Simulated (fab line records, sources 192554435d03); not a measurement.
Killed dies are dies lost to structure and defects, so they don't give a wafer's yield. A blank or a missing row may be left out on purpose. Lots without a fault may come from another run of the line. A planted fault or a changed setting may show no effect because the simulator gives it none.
Split-lot experiment | flow n5_finfet | 7 lots, 21 wafers read, on a route of 1938 steps

THE SPLIT
At N5_BEOL_M7_ILD_DEP_00 (deposits SiCOH lowk from DEMS/porogen, target thk 179.75 nm, time 33.4 s), the setting time_s was moved away from the recipe's 33.4 s on 9 of the 21 wafers read, by -12.5% to +11.9%. The other wafers ran this setting at the recipe's value.

FROM THE SPLIT TO THE READING: what the file shows between them, 1 step
- N5_BEOL_M7_CURE_74: cures SiCOH lowk, time 240 s

THE READING
M7_ILD_THK, in nm, at N5_BEOL_M7_THK_MEAS_01. Fault-free wafers of this fab line usually give 154.9 nm, standard deviation 2.1 nm.

wafer  | tool, chamber at the split | time_s as run, s | against the recipe | M7_ILD_THK, nm | against lot-mates on the recipe
L083.1 | pecvd-03, 0                | 31.37            | -6.1%              | 145.6          | -11.8
L083.2 | pecvd-03, 1                | 33.4             | recipe             | 154.9          | -
L083.5 | pecvd-03, 0                | 33.4             | recipe             | 160.0          | -
L082.2 | pecvd-02, 0                | 33.4             | recipe             | 155.9          | -
L082.3 | pecvd-02, 1                | 33.4             | recipe             | 154.7          | -
L082.4 | pecvd-02, 0                | 30.23            | -9.5%              | 143.7          | -11.6
L085.1 | pecvd-03, 1                | 37.37            | +11.9%             | 172.4          | +15.6
L085.2 | pecvd-03, 0                | 37.37            | +11.9%             | 171.8          | +15.0
L085.4 | pecvd-03, 1                | 33.4             | recipe             | 156.8          | -
L089.3 | pecvd-02, 1                | 33.4             | recipe             | 151.4          | -
L089.4 | pecvd-02, 1                | 29.24            | -12.5%             | 138.3          | -13.1
L089.5 | pecvd-02, 0                | 29.24            | -12.5%             | 136.6          | -14.8
L092.3 | pecvd-02, 1                | 33.4             | recipe             | 152.0          | -
L092.4 | pecvd-02, 2                | 34.77            | +4.1%              | 161.4          | +7.6
L092.6 | pecvd-02, 1                | 33.4             | recipe             | 155.6          | -
L094.3 | pecvd-02, 0                | 36.57            | +9.5%              | 166.4          | +10.5
L094.4 | pecvd-02, 1                | 33.4             | recipe             | 155.9          | -
L094.5 | pecvd-02, 2                | 36.57            | +9.5%              | 168.6          | +12.7
L093.1 | pecvd-02, 2                | 33.4             | recipe             | 152.4          | -
L093.2 | pecvd-02, 1                | 33.4             | recipe             | 152.5          | -
L093.4 | pecvd-02, 1                | 33.4             | recipe             | 153.2          | -

THE FIT
A straight line over all 21 wafers: M7_ILD_THK changes by +1.39 nm for each +1% of time_s; r = +0.98; the points scatter about the line by 2 nm.
The same after taking each lot's own level away (the mean of its wafers on the recipe; 21 wafers): +1.25 nm for each +1%; r = +0.98; scatter 1.7 nm.
On that fit, the largest move of time_s shifts the reading by 16 nm.
The lots' own levels span 151.40 to 157.45 nm, that is 2.9 times the standard deviation above.
So the lot-to-lot level changes the slope: the two fits differ.
Check: with one of the wafers moved furthest among these (-12.5%) left out of the fit, the line predicts -16.1 nm for it against its lot-mates. It came out at -13.1 nm against them.

OTHER SPLITS ON THESE WAFERS
These wafers also went through other splits before the reading. Each is held against what the fit with the lots' levels taken away leaves over:
other split on the same wafers | wafers away from the commonest value | r with M7_ILD_THK (lot level and that fit taken away)
N5_BEOL_M5_ETCH_41 source_w    | 8                                    | -0.09
N5_BEOL_M6_EXPOSE_25 dose_mj   | 6                                    | +0.03
N5_BEOL_M6_ETCH_66 source_w    | 8                                    | -0.01

THE WHOLE CHAIN: every reading that the file lists as answering this split, in the file's order
step                   | what it does                                                             | reading                                                                                  | change (the file's fit)              | r (the file's)
N5_BEOL_M7_ILD_DEP_00  | deposits SiCOH lowk from DEMS/porogen, target thk 179.75 nm, time 33.4 s | SiCOH_lowk_of_BEOL_M7_ILD_DEP_00.thk_nm (the simulator's own value, which no gauge read) | +1.47 nm for each +1% of the setting | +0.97
N5_BEOL_M7_CURE_74     | cures SiCOH lowk, time 240 s                                             | SiCOH_lowk_of_BEOL_M7_ILD_DEP_00.thk_nm (the simulator's own value, which no gauge read) | +1.28 nm for each +1% of the setting | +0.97
N5_BEOL_M7_THK_MEAS_01 |                                                                          | M7_ILD_THK                                                                               | +1.28 for each +1% of the setting    | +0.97

THE FILE'S OWN FIT
M7_ILD_THK changes by +1.28 nm for each +1% of time_s, r = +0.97.
